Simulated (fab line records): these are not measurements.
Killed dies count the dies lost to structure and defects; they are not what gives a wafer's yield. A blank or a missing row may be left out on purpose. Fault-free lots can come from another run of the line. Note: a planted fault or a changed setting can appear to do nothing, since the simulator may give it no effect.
Comparing a struck lot with a sound one / flow nand harc / 14 steps out of a route of 1302
Sound: the wafers L367.1, L367.4, L367.5. Wafers struck: L368.1, L368.4, L368.5. At the end, the cause is stated.
Per side, at each step with rows, come the tool, then ch with its chambers, and then its first start. Under that, the readings that differ: sound wafers / struck wafers / difference of the means / sigmas: that difference in standard deviations of wafers without a fault.
alike: readings whose means differ by less than 2 such deviations, and words and numbers that are the same on both sides. not compared: withheld readings, readings that some wafer has no value for, bounds like >300 that may hide the same value, and numbers for which the record gives no deviation and whose values overlap.
A row with sigmas, a row that says differs or no value, or rows on one side alone: a step with any of these is where the two part. When numbers do not overlap yet have no deviation, they are printed without sigmas and do not part them. A reading that every wafer of one side lacks parts them only if that side has two wafers or more.

first, 4 steps without rows for these wafers: NHARC_A_M1_EBR_05; NHARC_A_M1_EXPOSE_06 (exposes mask A M1, target cd 120 nm); NHARC_A_M1_PEB_07 (peb time 65 s); NHARC_A_M1_DEVELOP_08 (develop time 35 s).
NHARC_A_M1_CD_MEAS_09: target cd 120 nm.
  sound on cd sem-01 ch 0, day 24 07:34; struck on cd sem-01 ch 0, day 24 20:07
  alike: cd nm
NHARC_A_M1_OVL_MEAS_10: pitch 240 nm.
  struck on overlay-01, day 24 20:12; sound on overlay-01, day 24 07:39
  alike: overlay x nm, overlay y nm
NHARC_A_M1_INSPECT_11:
  struck on defect inspect-02, day 24 20:14; sound on defect inspect-01, day 24 07:41
  alike: raw defect count
NHARC_A_M1_DESCUM_14: chemistry O2, time 3 s.
  sound on rie diel-06 ch 0,1, day 24 07:45; struck on rie diel-01 ch 2,3, day 24 20:18
  alike: drypump motor current A, oes product au, rf vpp V, showerhead plenum p Torr, throttle valve pct
  not compared: rf hours counter h
NHARC_A_M1_ETCH_35: etches the open film in N2/H2, target depth 40 nm, overetch 12 nm, time 43.94 s.
  sound on rie diel-06 ch 1,3, day 24 07:50; struck on rie diel-01 ch 0,2,3, day 24 20:24
  alike: bias w, chamber pressure mTorr, drypump motor current A, n2 flow sccm, oes product au, rf fwd power W, rf vpp V, showerhead plenum p Torr, throttle valve pct
  not compared: rf hours counter h
NHARC_A_M1_ETCH_15: etches the open film in C4F8/Ar, target depth 182.5 nm, time 91.2 s.
  sound on rie diel-06 ch 2,3; struck on rie diel-01 ch 1,2
  alike: bias w, chamber pressure mTorr, oes product au, rf fwd power W, rf vpp V
  not compared: rf hours counter h
NHARC_A_M1_CD_MEAS_16:
  struck on cd sem-03, day 24 20:37; sound on cd sem-03, day 24 08:04
  alike: cd nm
NHARC_A_M1_STRIP_18: strips in N2/H2.
  sound on rie diel-06 ch 0,1,3, day 24 08:08; struck on rie diel-06 ch 0,1,3, day 24 20:41
  alike: drypump motor current A, n2 flow sccm, oes product au, rf fwd power W, rf vpp V, showerhead plenum p Torr, throttle valve pct
  not compared: rf hours counter h
NHARC_A_M1_ETCH_28: etches the open film in CF4/N2, target depth 30 nm, time 72.99 s.
  sound on rie diel-06 ch 0,1, day 24 08:23; struck on rie diel-06 ch 0,1, day 24 20:55
  no value came back on the struck wafers for any of 10 readings (bias w (W), cf4 flow sccm (sccm) and others); on the sound wafers bias w (W) reads 99.6 100.1 100.4
  not compared: rf hours counter h
then, 1 step without rows for these wafers: NHARC_A_M1_STRIP_19 (strips in post etch residue remover, time 600 s).

WHERE THEY PART
At NHARC_A_M1_ETCH_28 and nowhere else, as far as this record goes.

WHY: the cause the simulator had injected
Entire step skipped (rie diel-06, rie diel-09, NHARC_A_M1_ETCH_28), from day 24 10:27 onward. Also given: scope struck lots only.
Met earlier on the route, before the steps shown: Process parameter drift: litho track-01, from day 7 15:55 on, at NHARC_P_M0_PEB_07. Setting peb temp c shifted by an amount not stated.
